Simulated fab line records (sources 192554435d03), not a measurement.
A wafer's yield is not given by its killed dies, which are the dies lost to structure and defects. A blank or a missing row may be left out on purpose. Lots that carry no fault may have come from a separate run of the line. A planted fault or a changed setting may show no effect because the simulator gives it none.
fab line records    flow n5_finfet
record: lots: 5  wafers: 15  last_day: 18
route steps=1938 shown BEOL_M6@1251 BEOL_M7@1263 PASSIVATION@1936
lots that met no fault: taken from a fault-free run of the same line
start_h: start of the lot's first displayed wafer, in hours after the record's first day    wait_h: time in hours since the lot's previous step    " same as the row above    L1.1+2: a single row standing in for several wafers    - value missing, or start not given    * or withheld: withheld    < > ~ a bound
route shown NAME@n: names a module that has steps shown in the file, with the first one's number in the route    usual: mean/standard deviation taken from wafers without a fault    same: alike in all rows    chamber/n: place in a boat    sites: readings site by site    _std_site: the standard deviation of these    _edge_site: the outer-site mean with the inner-site mean subtracted    radius_mm: how far each site lies from the wafer's centre    mask NAME#n: copy n    behind: the last tool/chamber to shape the wafer    hold: cause of the lot's hold/its duration in hours/its outcome    device: which transistor (n, p or np) failed to switch    end of line: tests of these same wafers at the route's end    for a step that has no rows: nothing shown but its recipe    killed: at the first sort, the dies lost to defects and structure; wafer yield is something else    map: the dies of a wafer, with x for killed, . for not killed, _ for no die there
set.NAME: the setting as run; set.NAME@STEP: as run at that earlier step    model.NAME: the simulator's own value behind a step, which no gauge read
lots at selected steps of the route; one table per step, one row per wafer
services: from which hour (start_h, from the record's first day; less than 0 if before it) a tool's chamber was out of use, for how many hours, and why
== steps ==
step: N5_BEOL_M6_ALD_77
recipe: material: TaN  target_thk_a: 20  temp_c: 275  ald_precursor_family: PDMAT  ald_co_reactant: NH3  pressure_torr: 3  carrier_flow_sccm: 1500  pulse_time_s: 2  purge_time_s: 3  co_reactant_purge_time_s: 2  co_reactant_pulse_time_s: 3  ald_cycles: 40  precursor_vessel_temp_c: 75  precursor_vessel_pressure_torr: 26.25  precursor_vessel_carrier_sccm: 1000
usual: heater_power_w: 405/44
same: co_reactant_pulse_time_s: 3
lot.wafer  tool          chamber  start_h  wait_h  heater_power_w
L850.2     ald_metal-04  2        188.25   0.0     365
L850.3     "             3        "        "       417
L850.5     "             1        "        "       406
L853.1     ald_metal-04  1        206.22   0.0     399
L853.2     "             3        "        "       417
L853.5     "             0        "        "       371
L862.2     ald_metal-03  1        282.60   0.0     370
L862.4     "             2        "        "       510
L862.6     "             0        "        "       440
L869.1     ald_metal-04  3        330.64   0.1     418
L869.3     "             1        "        "       397
L869.4     "             2        "        "       376
L872.1     ald_metal-01  2        334.63   0.0     429
L872.3     "             0        "        "       433
L872.5     "             1        "        "       409
step: N5_BEOL_M6_SURFACE_TREAT_79
recipe: gas: Ar  time_s: *  ion_energy_ev: *  ion_current_ma_cm2: 0.5  pressure_mtorr: *  ar_flow_sccm: 30
usual: throttle_valve_pct: *
same: time_s: *
lot.wafer  tool            chamber  start_h  wait_h  throttle_valve_pct
L850.2     pvd_sputter-03  -        188.56   0.2     *
L850.3     "               -        "        "       *
L850.5     "               -        "        "       *
L853.1     pvd_sputter-02  -        207.89   1.5     *
L853.2     "               -        "        "       *
L853.5     "               -        "        "       *
L862.2     pvd_sputter-01  -        282.96   0.2     *
L862.4     "               -        "        "       *
L862.6     "               -        "        "       *
L869.1     pvd_sputter-01  -        330.92   0.2     *
L869.3     "               -        "        "       *
L869.4     "               -        "        "       *
L872.1     pvd_sputter-01  -        335.08   0.3     *
L872.3     "               -        "        "       *
L872.5     "               -        "        "       *
step: N5_BEOL_M6_CVD_78
recipe: material: Co  target_thk_a: 20  temp_c: withheld  precursor: CCTBA/H2  pressure_torr: 30  time_s: 142.3
step: N5_BEOL_M6_SPUTTER_48
recipe: material: Cu  target_thk_a: 100  temp_c: -20  bias_v: 60  power_w: 26000  chamber_pressure_pa: 0.13  time_s: 1.667
step: N5_BEOL_M6_ECD_50
recipe: material: Cu  target_thk_a: 3000
step: N5_BEOL_M6_ANNEAL_51
recipe: temp_c: 225  time_s: 90  ambient: N2
usual: anneal_temp_c_max: 226.12/0.25  wafer_temp_C_max: 225.86/0.21
same: time_s: 90
lot.wafer  tool           chamber  start_h  wait_h  anneal_temp_c_max  wafer_temp_C_max
L850.2     rtp_anneal-01  0        189.04   0.2     226.12             225.86
L850.3     "              0        "        "       226.13             225.54
L850.5     "              0        "        "       226.07             225.34
L853.1     rtp_anneal-02  0        208.59   0.3     226.25             226.06
L853.2     "              0        "        "       226.36             226.15
L853.5     "              0        "        "       225.90             226.02
L862.2     rtp_anneal-01  0        283.42   0.1     226.40             225.93
L862.4     "              0        "        "       225.71             225.87
L862.6     "              0        "        "       225.90             225.93
L869.1     rtp_anneal-02  0        333.65   2.3     225.83             225.87
L869.3     "              0        "        "       226.06             226.08
L869.4     "              0        "        "       225.70             225.76
L872.1     rtp_anneal-02  0        335.67   0.1     226.10             225.90
L872.3     "              0        "        "       226.14             225.81
L872.5     "              0        "        "       226.25             226.11
step: N5_BEOL_M6_CMP_52
recipe: stop_on: SiCOH_lowk  t_overpolish_s: 6.9  down_force_psi: 1  platen_rpm: 50  clearing_platen_down_force_psi: 1.5  clearing_platen_rpm: 50  post_cmp_clean: cu_alkaline  target_thk_nm: 80  clearing_platen_pad_velocity_m_s: 0.99484  pad_velocity_m_s: 0.99484
usual: barrier_field_endpoint_s: 29.4/0.65  motor_current_A: 5.7/0.78  overpolish_run_s: 6.900/0.0081  platen_rpm: 50.00/0.037  time_to_endpoint_s: 63.5/2.9
lot.wafer  tool    chamber  start_h  wait_h  barrier_field_endpoint_s  motor_current_A  overpolish_run_s  platen_rpm  time_to_endpoint_s
L850.3     cmp-04  3        189.33   0.2     29.3                      5.7              6.899             50.01       67.3
L850.2     "       1        "        "       28.8                      6.4              6.906             49.99       67.3
L850.5     "       3        "        "       30.2                      5.5              6.899             49.98       67.6
L853.1     cmp-04  2        208.92   0.3     28.7                      5.4              6.905             50.01       62.4
L853.2     "       3        "        "       29.6                      5.7              6.920             50.06       67.2
L853.5     "       1        "        "       29.0                      6.6              6.910             49.97       61.7
L862.2     cmp-01  0        283.71   0.2     28.9                      7.7              6.903             49.96       65.7
L862.4     "       1        "        "       29.9                      6.0              6.904             49.97       65.5
L862.6     "       3        "        "       30.0                      6.1              6.895             49.98       63.1
L869.3     cmp-04  3        333.95   0.2     29.4                      5.9              6.885             50.07       65.4
L869.1     "       0        "        "       28.6                      4.4              6.897             50.03       62.7
L869.4     "       2        "        "       29.8                      5.1              6.890             50.00       64.3
L872.1     cmp-04  0        335.98   0.3     30.1                      4.3              6.895             49.99       65.5
L872.3     "       3        "        "       30.1                      5.6              6.901             50.05       65.2
L872.5     "       0        "        "       29.2                      4.4              6.902             49.97       61.8
step: N5_BEOL_M6_THK_MEAS_53
recipe: thk_meas_gauge: xrf  reads: Cu_of_BEOL_M6_ECD_50
usual: M6_THK: 79.8/2.1
lot.wafer  tool           chamber  start_h  wait_h  M6_THK[nm]
L850.2     film_metro-01  -        189.59   -       82.9
L850.3     "              -        "        "       82.1
L850.5     "              -        "        "       82.0
L853.1     film_metro-02  -        209.18   -       80.6
L853.2     "              -        "        "       80.3
L853.5     "              -        "        "       83.9
L862.2     film_metro-02  -        283.97   -       76.7
L862.4     "              -        "        "       81.0
L862.6     "              -        "        "       78.3
L869.1     film_metro-02  -        334.25   -       79.1
L869.3     "              -        "        "       83.5
L869.4     "              -        "        "       78.4
L872.1     film_metro-01  -        336.28   -       83.8
L872.3     "              -        "        "       80.3
L872.5     "              -        "        "       81.1
step: N5_BEOL_M6_PRE_CLEAN_55
recipe: gas: NH3  time_s: 15  temp_c: withheld  rf_power_w: 300
step: N5_BEOL_M6_DEP_56
recipe: material: SiCN  target_thk_a: 100  temp_c: withheld  precursor: 3MS/NH3  pressure_torr: 3  rf_w: 202  time_s: 17.5
usual: showerhead_plenum_p_Torr: 3.666/0.015  throttle_valve_pct: 8.9/0.35
same: time_s: 17.5
lot.wafer  tool      chamber  start_h  wait_h  showerhead_plenum_p_Torr  throttle_valve_pct
L850.2     pecvd-01  2        189.65   0.0     3.677                     9.6
L850.3     "         1        "        "       3.650                     8.8
L850.5     "         1        "        "       3.644                     8.7
L853.1     pecvd-03  2        209.24   0.0     3.637                     8.6
L853.2     "         1        "        "       3.662                     9.5
L853.5     "         2        "        "       3.652                     8.6
L862.2     pecvd-01  2        284.03   0.0     3.671                     8.0
L862.4     "         0        "        "       3.688                     9.0
L862.6     "         1        "        "       3.650                     8.8
L869.1     pecvd-01  1        334.31   0.0     3.651                     8.9
L869.3     "         2        "        "       3.668                     8.2
L869.4     "         1        "        "       3.653                     8.8
L872.1     pecvd-01  0        336.34   0.0     3.679                     9.1
L872.3     "         1        "        "       3.652                     8.9
L872.5     "         0        "        "       3.688                     9.1
step: N5_BEOL_M6_RS_MEAS_57
recipe: thk_meas_gauge: four-point-probe  reads: Cu_of_BEOL_M6_ECD_50+Co_of_BEOL_M6_CVD_78+TaN_of_BEOL_M6_ALD_77
usual: M6_RS: 0.290/0.0087
lot.wafer  tool           chamber  start_h  wait_h  M6_RS[ohm/sq]
L850.2     film_metro-01  -        189.72   0.1     0.276
L850.3     "              -        "        "       0.280
L850.5     "              -        "        "       0.280
L853.1     film_metro-02  -        209.31   0.1     0.289
L853.2     "              -        "        "       0.291
L853.5     "              -        "        "       0.276
L862.2     film_metro-01  -        284.10   0.1     0.302
L862.4     "              -        "        "       0.284
L862.6     "              -        "        "       0.296
L869.1     film_metro-02  -        334.38   0.1     0.290
L869.3     "              -        "        "       0.273
L869.4     "              -        "        "       0.292
L872.1     film_metro-02  -        336.41   0.1     0.277
L872.3     "              -        "        "       0.292
L872.5     "              -        "        "       0.289
step: N5_BEOL_M6_INSPECT_58
recipe: inspect_instrument: darkfield  mode: post_dep
usual: raw_defect_count: 67/20
lot.wafer  tool               chamber  start_h  wait_h  raw_defect_count
L850.2     defect_inspect-02  -        189.74   0.0     43
L850.3     "                  -        "        "       76
L850.5     "                  -        "        "       54
L853.1     defect_inspect-01  -        209.34   0.0     65
L853.2     "                  -        "        "       84
L853.5     "                  -        "        "       61
L862.2     defect_inspect-01  -        284.12   0.0     68
L862.4     "                  -        "        "       104
L862.6     "                  -        "        "       79
L869.1     defect_inspect-01  -        334.40   0.0     81
L869.3     "                  -        "        "       75
L869.4     "                  -        "        "       84
L872.1     defect_inspect-01  -        336.43   0.0     76
L872.3     "                  -        "        "       61
L872.5     "                  -        "        "       116
step: N5_BEOL_M7_ILD_DEP_00
recipe: material: SiCOH_lowk  target_thk_a: 1797.5  temp_c: 300  precursor: DEMS/porogen  pressure_torr: 5  rf_w: 500  time_s: 33.4
usual: heater_power_w: 315/65  showerhead_plenum_p_Torr: 5.741/0.018  susceptor_temp_C: 300.00/0.19  throttle_valve_pct: 13.7/0.53
same: time_s: 33.4
lot.wafer  tool      chamber  start_h  wait_h  heater_power_w  showerhead_plenum_p_Torr  susceptor_temp_C  throttle_valve_pct
L850.2     pecvd-02  2        189.78   0.0     355             5.738                     300.00            13.7
L850.3     "         0        "        "       246             5.728                     299.95            13.1
L850.5     "         1        "        "       373             5.749                     299.77            14.3
L853.1     pecvd-03  2        209.37   0.0     329             5.719                     299.90            13.2
L853.2     "         1        "        "       331             5.762                     300.30            14.9
L853.5     "         1        "        "       333             5.745                     300.15            14.7
L862.2     pecvd-04  2        284.16   0.0     313             5.733                     299.93            13.7
L862.4     "         1        "        "       244             5.758                     299.85            12.9
L862.6     "         2        "        "       313             5.740                     300.15            13.5
L869.1     pecvd-02  1        334.44   0.0     432             5.755                     300.23            14.3
L869.3     "         2        "        "       358             5.726                     299.99            13.9
L869.4     "         0        "        "       248             5.736                     296.60            13.2
L872.1     pecvd-04  2        336.47   0.0     310             5.728                     299.88            13.5
L872.3     "         1        "        "       221             5.749                     299.95            12.8
L872.5     "         0        "        "       213             5.759                     299.99            14.0
step: N5_BEOL_M7_CURE_74
recipe: temp_c: 385  time_s: 240  ambient: He/Ar  material: SiCOH_lowk
step: N5_PASSIVATION_PROBE_49
usual: defect_limited_yield: 91.4/1.5  killed_at_M0_to_M3: 33/11  killed_at_M4_up: 14/5.3  killed_at_contacts: 13/6.2  killed_at_front_end: 39/13  killed_at_other: 3.1/2.8  killed_dies: 102/17  killed_open: 68/13  killed_short: 32/7.8  sort_bin_5_function: 5.1/0.95  sort_bin_6_memory: 3.2/0.7  sort_n_pass: 1078/18  sort_yield_pct: 91.3/1.5
same: gross_dies: 1180  killed_at_back_side: 0  sort_bin_4_leakage[%]: 0  sort_bin_8_speed[%]: 0
lot.wafer  tool       chamber  start_h  wait_h  defect_limited_yield[%]  killed_at_M0_to_M3  killed_at_M4_up  killed_at_contacts  killed_at_front_end  killed_at_other  killed_dies  killed_open  killed_short  sort_bin_5_function[%]  sort_bin_6_memory[%]  sort_n_pass  sort_yield_pct[%]
L850.2     prober-01  -        274.52   0.1     93.8                     20                  9                10                  33                   1                73           47           26            3.8                     2.2                   1107         93.8
L850.3     prober-01  -        274.57   0.1     92.5                     21                  16               17                  34                   0                88           59           29            3.6                     3.6                   1092         92.5
L850.5     prober-01  -        274.67   0.2     94.7                     23                  13               5                   15                   6                62           36           25            3.3                     1.5                   1118         94.7
L853.1     prober-02  -        285.02   0.0     89.7                     50                  17               7                   46                   1                121          87           25            5.6                     3.8                   1059         89.7
L853.2     prober-02  -        285.07   0.1     91.1                     40                  20               10                  33                   2                105          82           23            4.9                     3.6                   1075         91.1
L853.5     prober-02  -        285.22   0.2     93.4                     25                  15               8                   27                   3                78           58           19            3.8                     2.7                   1102         93.4
L862.2     prober-01  -        371.75   0.1     90.9                     38                  22               9                   33                   5                107          72           34            5.8                     3.0                   1073         90.9
L862.4     prober-01  -        371.85   0.2     93.5                     23                  16               7                   29                   2                77           55           22            4.0                     2.3                   1103         93.5
L862.6     prober-01  -        371.95   0.3     89.0                     40                  34               9                   38                   9                130          89           39            5.8                     4.9                   1050         89.0
L872.1     prober-02  -        419.91   0.0     93.6                     20                  10               10                  34                   2                76           54           22            4.3                     2.0                   1104         93.6
L872.3     prober-02  -        420.01   0.1     91.8                     35                  13               9                   39                   1                97           65           29            4.5                     3.2                   1083         91.8
L872.5     prober-02  -        420.11   0.2     93.1                     41                  10               7                   23                   0                81           60           18            4.0                     2.8                   1099         93.1
L869.1     prober-02  -        422.86   0.0     91.2                     44                  7                18                  33                   2                104          80           22            5.1                     3.6                   1076         91.2
L869.3     prober-02  -        422.96   0.1     88.5                     53                  10               26                  39                   8                136          76           58            6.8                     4.3                   1044         88.5
L869.4     prober-02  -        423.01   0.2     88.7                     77                  12               16                  27                   1                133          88           45            6.3                     4.2                   1047         88.7
killed by level:class
L850.2 MOL_CONTACT_COAG:geometric_particle:open=8 FIN_SAQP:geometric_particle:short=7 STI_FIN_REVEAL:geometric_particle:open=7 DUMMY_GATE:geometric_particle:open=6 FIN_SAQP:geometric_particle:open=5 BEOL_M3:geometric_particle:open=3 BEOL_M0:geometric_particle:open=3 BEOL_M1:geometric_particle:open=3
L850.3 MOL_CONTACT_COAG:geometric_particle:open=16 DUMMY_GATE:geometric_particle:open=7 BEOL_M0_SAQP:geometric_particle:short=6 BEOL_M3:geometric_particle:open=6 FIN_SAQP:geometric_particle:open=5 DUMMY_GATE:geometric_particle:short=5 GATE_CUT:geometric_particle:short=4 BEOL_M2:geometric_particle:open=4
L850.5 BEOL_M0_SAQP:geometric_particle:short=6 MOL_CONTACT_COAG:geometric_particle:open=4 BEOL_M2:geometric_particle:open=4 BEOL_M5:geometric_particle:open=4 BEOL_M1:geometric_particle:open=4 BEOL_M4:geometric_particle:open=4 FIN_SAQP:geometric_particle:open=3 BEOL_M0_SAQP:geometric_particle:open=3
L853.1 BEOL_M3:geometric_particle:open=18 FIN_SAQP:geometric_particle:open=12 BEOL_M2:geometric_particle:open=8 BEOL_M4:geometric_particle:open=8 HKMG_FIN:area_etch=8 STI_FIN_REVEAL:geometric_particle:open=7 MOL_CONTACT_COAG:geometric_particle:open=6 BEOL_M1:geometric_particle:open=6
L853.2 BEOL_M3:geometric_particle:open=14 BEOL_M4:geometric_particle:open=14 FIN_SAQP:geometric_particle:short=9 BEOL_M0_SAQP:geometric_particle:open=9 FIN_SAQP:geometric_particle:open=7 BEOL_M1:geometric_particle:open=7 MOL_CONTACT_COAG:geometric_particle:open=7 STI_FIN_REVEAL:geometric_particle:open=5
L853.5 STI_FIN_REVEAL:geometric_particle:open=8 MOL_CONTACT_COAG:geometric_particle:open=8 BEOL_M4:geometric_particle:open=8 BEOL_M2:geometric_particle:open=5 BEOL_M3:geometric_particle:open=5 BEOL_M0_SAQP:geometric_particle:open=4 FIN_SAQP:geometric_particle:short=3 DUMMY_GATE:geometric_particle:open=3
L862.2 FIN_SAQP:geometric_particle:open=12 BEOL_M4:geometric_particle:open=11 BEOL_M1:geometric_particle:open=10 BEOL_M0_SAQP:geometric_particle:short=8 MOL_CONTACT_COAG:geometric_particle:open=7 BEOL_M0_SAQP:geometric_particle:open=6 BEOL_M2:geometric_particle:open=6 DUMMY_GATE:geometric_particle:open=4
L862.4 BEOL_M4:geometric_particle:open=11 BEOL_M3:geometric_particle:open=8 STI_FIN_REVEAL:geometric_particle:open=6 MOL_CONTACT_COAG:geometric_particle:open=5 BEOL_M0_SAQP:geometric_particle:short=4 FIN_SAQP:geometric_particle:open=3 FIN_SAQP:geometric_particle:short=3 BEOL_M1:geometric_particle:open=3
L862.6 BEOL_M4:geometric_particle:open=18 FIN_SAQP:geometric_particle:short=12 BEOL_M2:geometric_particle:open=10 MOL_CONTACT_COAG:geometric_particle:open=9 BEOL_M3:geometric_particle:open=8 FIN_SAQP:geometric_particle:open=7 BEOL_M0_SAQP:geometric_particle:open=7 BEOL_M1:geometric_particle:open=7
L872.1 DUMMY_GATE:geometric_particle:open=9 MOL_CONTACT_COAG:geometric_particle:open=9 FIN_SAQP:geometric_particle:open=8 BEOL_M3:geometric_particle:open=8 BEOL_M4:geometric_particle:open=7 BEOL_M0_SAQP:geometric_particle:open=4 FIN_SAQP:geometric_particle:short=3 ILD0:geometric_particle:short=3
L872.3 BEOL_M3:geometric_particle:open=13 STI_FIN_REVEAL:geometric_particle:open=10 DUMMY_GATE:geometric_particle:open=7 MOL_CONTACT_COAG:geometric_particle:open=6 BEOL_M0_SAQP:geometric_particle:open=6 GATE_CUT:geometric_particle:short=4 BEOL_M1:geometric_particle:open=4 BEOL_M4:geometric_particle:open=4
L872.5 BEOL_M3:geometric_particle:open=15 BEOL_M0_SAQP:geometric_particle:open=8 MOL_CONTACT_COAG:geometric_particle:open=6 BEOL_M1:geometric_particle:open=6 FIN_SAQP:geometric_particle:open=5 STI_FIN_REVEAL:geometric_particle:open=4 DUMMY_GATE:geometric_particle:open=4 BEOL_M0_SAQP:geometric_particle:short=4
L869.1 MOL_CONTACT_COAG:geometric_particle:open=14 FIN_SAQP:geometric_particle:open=10 BEOL_M0_SAQP:geometric_particle:open=10 BEOL_M3:geometric_particle:open=10 BEOL_M2:geometric_particle:open=9 BEOL_M0_SAQP:geometric_particle:short=6 STI_FIN_REVEAL:geometric_particle:open=5 FIN_SAQP:geometric_particle:short=4
L869.3 MOL_CONTACT_COAG:geometric_particle:open=20 BEOL_M0_SAQP:geometric_particle:short=17 BEOL_M0_SAQP:geometric_particle:open=15 BEOL_M3:geometric_particle:open=9 FIN_SAQP:geometric_particle:short=8 FIN_SAQP:geometric_particle:open=7 MOL_CONTACT_COAG:geometric_particle:short=5 BEOL_M2:geometric_particle:open=5
L869.4 BEOL_M0_SAQP:geometric_particle:open=35 BEOL_M0_SAQP:geometric_particle:short=25 MOL_CONTACT_COAG:geometric_particle:open=14 BEOL_M2:geometric_particle:open=6 FIN_SAQP:geometric_particle:open=5 BEOL_M3:geometric_particle:open=5 FIN_SAQP:geometric_particle:short=4 BEOL_M4:geometric_particle:open=4
== services ==
tool            chamber  start_h  hours  kind
pecvd-04        -        172.67   5.6    repair
cmp-01          -        173.90   7.2    repair
ald_metal-03    -        178.80   1.6    repair
cmp-01          -        187.32   1.9    repair
ald_metal-04    0        188.48   10.4   repair
pecvd-01        -        190.66   14.6   pm
pvd_sputter-02  -        197.53   7.5    repair
pecvd-01        2        205.26   -      clean
pecvd-01        2        205.26   -      consumable_replace:showerhead
pecvd-01        2        205.26   29.0   scheduled_down
cmp-01          -        213.33   1.3    repair
pecvd-03        0        222.15   4.3    repair
ald_metal-01    -        223.77   0.7    repair
cmp-04          -        236.49   3.8    pm
cmp-01          -        243.11   5.2    pm
pecvd-03        -        250.63   0.8    pm
pecvd-04        0        281.77   3.5    repair
ald_metal-03    -        281.98   0.6    repair
pecvd-02        -        282.92   1.1    repair
pecvd-04        -        299.57   1.2    repair
cmp-01          -        305.18   1.3    repair
ald_metal-03    -        315.92   2.8    pm
rtp_anneal-01   -        323.25   10.9   pm
ald_metal-03    -        332.75   8.7    pm
== key ==
first_sign: step: N5_BEOL_M7_ILD_DEP_00  reading: susceptor_temp_C  direction: down  sigmas: 18  usual: *  struck: *
effect none on later readings
met_at N5_BEOL_M7_ILD_DEP_00
struck_wafers L869.4
onset_between 189.78 334.44
fault: kind: process_parameter_drift  tool: pecvd-02  chamber: 0  onset_h: 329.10  steps: N5_BEOL_M7_ILD_DEP_00  channel: temp_c  offset: *  shape: step  end_h: 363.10  acts_in: *  stated: *
